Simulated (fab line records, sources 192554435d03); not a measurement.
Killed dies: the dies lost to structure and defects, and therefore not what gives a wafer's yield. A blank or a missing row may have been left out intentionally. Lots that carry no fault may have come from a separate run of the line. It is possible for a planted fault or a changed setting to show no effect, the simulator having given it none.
Chamber matching :: flow n5_finfet :: cmp-03 running N5_HKMG_FIN_CMP_23: 4 sister chambers
The step polishes, stops on SiNx, t overpolish 10 s, target thk 46.326 nm. 7 wafers are shown with their chamber, then 9 later ones without.

== WAFERS WITH THEIR CHAMBER ==
wafer: L076.2
chamber: 1
motor_current_A (A): 13.4
head_pressure_psi (psi): 4.003

wafer: L088.1
chamber: 0
motor_current_A (A): 10.9
head_pressure_psi (psi): 4.025

wafer: L089.3
chamber: 3
motor_current_A (A): 14.1
head_pressure_psi (psi): 4.003

wafer: L089.5
chamber: 1
motor_current_A (A): 13.0
head_pressure_psi (psi): 3.972

wafer: L090.2
chamber: 2
motor_current_A (A): 12.4
head_pressure_psi (psi): 4.014

wafer: L090.4
chamber: 3
motor_current_A (A): 13.6
head_pressure_psi (psi): 4.000

wafer: L090.6
chamber: 2
motor_current_A (A): 11.8
head_pressure_psi (psi): 4.005

== WAFERS WITHOUT THEIR CHAMBER ==
wafer: L093.2
motor_current_A (A): 11.6
head_pressure_psi (psi): 4.000

wafer: L093.4
motor_current_A (A): 12.3
head_pressure_psi (psi): 4.000

wafer: L093.5
motor_current_A (A): 11.2
head_pressure_psi (psi): 3.993

wafer: L094.2
motor_current_A (A): 13.7
head_pressure_psi (psi): 4.018

wafer: L094.4
motor_current_A (A): 13.8
head_pressure_psi (psi): 3.999

wafer: L094.6
motor_current_A (A): 13.9
head_pressure_psi (psi): 4.018

wafer: L097.4
motor_current_A (A): 12.3
head_pressure_psi (psi): 3.997

wafer: L097.5
motor_current_A (A): 13.7
head_pressure_psi (psi): 3.983

wafer: L097.6
motor_current_A (A): 11.6
head_pressure_psi (psi): 4.001

== WHICH CHAMBER EACH WENT THROUGH ==
wafer: L093.2
from the rows above: can't be placed: 2 or 0
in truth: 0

wafer: L093.4
from the rows above: can't be placed: 2 or 1
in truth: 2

wafer: L093.5
from the rows above: can't be placed: 0 or 2
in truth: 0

wafer: L094.2
from the rows above: can't be placed: 3 or 1
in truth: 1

wafer: L094.4
from the rows above: can't be placed: 3 or 1
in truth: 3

wafer: L094.6
from the rows above: can't be placed: 3 or 1
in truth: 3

wafer: L097.4
from the rows above: can't be placed: 2 or 1
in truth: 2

wafer: L097.5
from the rows above: can't be placed: 1 or 3
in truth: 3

wafer: L097.6
from the rows above: can't be placed: 2 or 0
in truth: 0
Correct placement for 0 of the 9. These rows do not allow placing 9 (true chamber among the candidates in 9). Wrongly placed: 0.
How it was worked out, from the rows above alone: a wafer's distance from a chamber is the root of the sum, over the readings, of the square of ((its reading less the chamber's mean) divided by the reading's scatter). The wafer belongs to the nearest chamber; if the next one is less than 2 further off, it can't be placed. A chamber's mean is the mean of its shown wafers. How the scatter is found: for the shown wafers, subtract from each reading the mean of its chamber, square and add these, divide the total by (wafers less chambers), then take the root.
